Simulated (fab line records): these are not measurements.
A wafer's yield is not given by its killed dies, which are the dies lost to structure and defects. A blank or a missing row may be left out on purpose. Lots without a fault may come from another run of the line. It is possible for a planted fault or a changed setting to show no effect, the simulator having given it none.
Matching of chambers :: flow nand_harc :: pecvd-02 running NHARC_A_CONTACT_DEP_24: 3 sister chambers
The step deposits SiO2, target thk 500 nm. 16 wafers are shown with their chamber, then 8 later ones without.

EACH WAFER AND ITS CHAMBER
wafer: L081.1
chamber: 0
heater_power_w (W): 538
throttle_valve_pct (%): 15.7

wafer: L081.4
chamber: 2
heater_power_w (W): 824
throttle_valve_pct (%): 15.9

wafer: L081.5
chamber: 0
heater_power_w (W): 559
throttle_valve_pct (%): 16.2

wafer: L086.2
chamber: 2
heater_power_w (W): 823
throttle_valve_pct (%): 16.1

wafer: L086.5
chamber: 1
heater_power_w (W): 544
throttle_valve_pct (%): 15.7

wafer: L086.6
chamber: 0
heater_power_w (W): 567
throttle_valve_pct (%): 15.7

wafer: L084.2
chamber: 2
heater_power_w (W): 779
throttle_valve_pct (%): 15.9

wafer: L084.4
chamber: 2
heater_power_w (W): 804
throttle_valve_pct (%): 16.1

wafer: L084.5
chamber: 1
heater_power_w (W): 476
throttle_valve_pct (%): 15.6

wafer: L087.1
chamber: 0
heater_power_w (W): 576
throttle_valve_pct (%): 15.7

wafer: L087.2
chamber: 2
heater_power_w (W): 650
throttle_valve_pct (%): 16.3

wafer: L087.4
chamber: 0
heater_power_w (W): 584
throttle_valve_pct (%): 15.9

wafer: L089.3
chamber: 2
heater_power_w (W): 659
throttle_valve_pct (%): 16.1

wafer: L089.4
chamber: 1
heater_power_w (W): 492
throttle_valve_pct (%): 15.6

wafer: L089.6
chamber: 2
heater_power_w (W): 700
throttle_valve_pct (%): 16.0

wafer: L091.2
chamber: 0
heater_power_w (W): 553
throttle_valve_pct (%): 16.3

SIGNATURES, as means of the wafers listed above
reading: heater_power_w
chamber 0: 562.83
chamber 1: 504.00
chamber 2: 748.43
scatter within a chamber: 54.9

reading: throttle_valve_pct
chamber 0: 15.917
chamber 1: 15.633
chamber 2: 16.057
scatter within a chamber: 0.195
Rule: a wafer lies at a distance from a chamber equal to the root of the sum of squares, over the readings, of (its reading less the chamber's mean, divided by the reading's scatter). The wafer belongs to the nearest chamber; if the next one is less than 2 further off, it can't be placed. How the scatter is found: for the shown wafers, subtract from each reading the mean of its chamber, square and add these, divide the total by (wafers less chambers), then take the root.

WAFERS WITHOUT THEIR CHAMBER
wafer: L091.3
heater_power_w (W): 713
throttle_valve_pct (%): 16.0

wafer: L091.5
heater_power_w (W): 558
throttle_valve_pct (%): 16.0

wafer: L095.2
heater_power_w (W): 499
throttle_valve_pct (%): 15.9

wafer: L095.3
heater_power_w (W): 458
throttle_valve_pct (%): 16.3

wafer: L095.6
heater_power_w (W): 505
throttle_valve_pct (%): 16.0

wafer: L097.1
heater_power_w (W): 448
throttle_valve_pct (%): 16.0

wafer: L097.2
heater_power_w (W): 742
throttle_valve_pct (%): 16.2

wafer: L097.4
heater_power_w (W): 776
throttle_valve_pct (%): 16.2

CHAMBER TAKEN BY EACH
wafer: L091.3
from the rows above: 2
in truth: 2

wafer: L091.5
from the rows above: can't be placed: 0 or 1
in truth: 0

wafer: L095.2
from the rows above: can't be placed: 0 or 1
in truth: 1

wafer: L095.3
from the rows above: can't be placed: 0 or 1
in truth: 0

wafer: L095.6
from the rows above: can't be placed: 0 or 1
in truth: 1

wafer: L097.1
from the rows above: can't be placed: 0 or 1
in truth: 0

wafer: L097.2
from the rows above: 2
in truth: 2

wafer: L097.4
from the rows above: 2
in truth: 2
Correctly placed: 3 of 8. From these rows, 5 cannot be placed; in 5 the true chamber is one of the candidates. 0 placed wrongly.
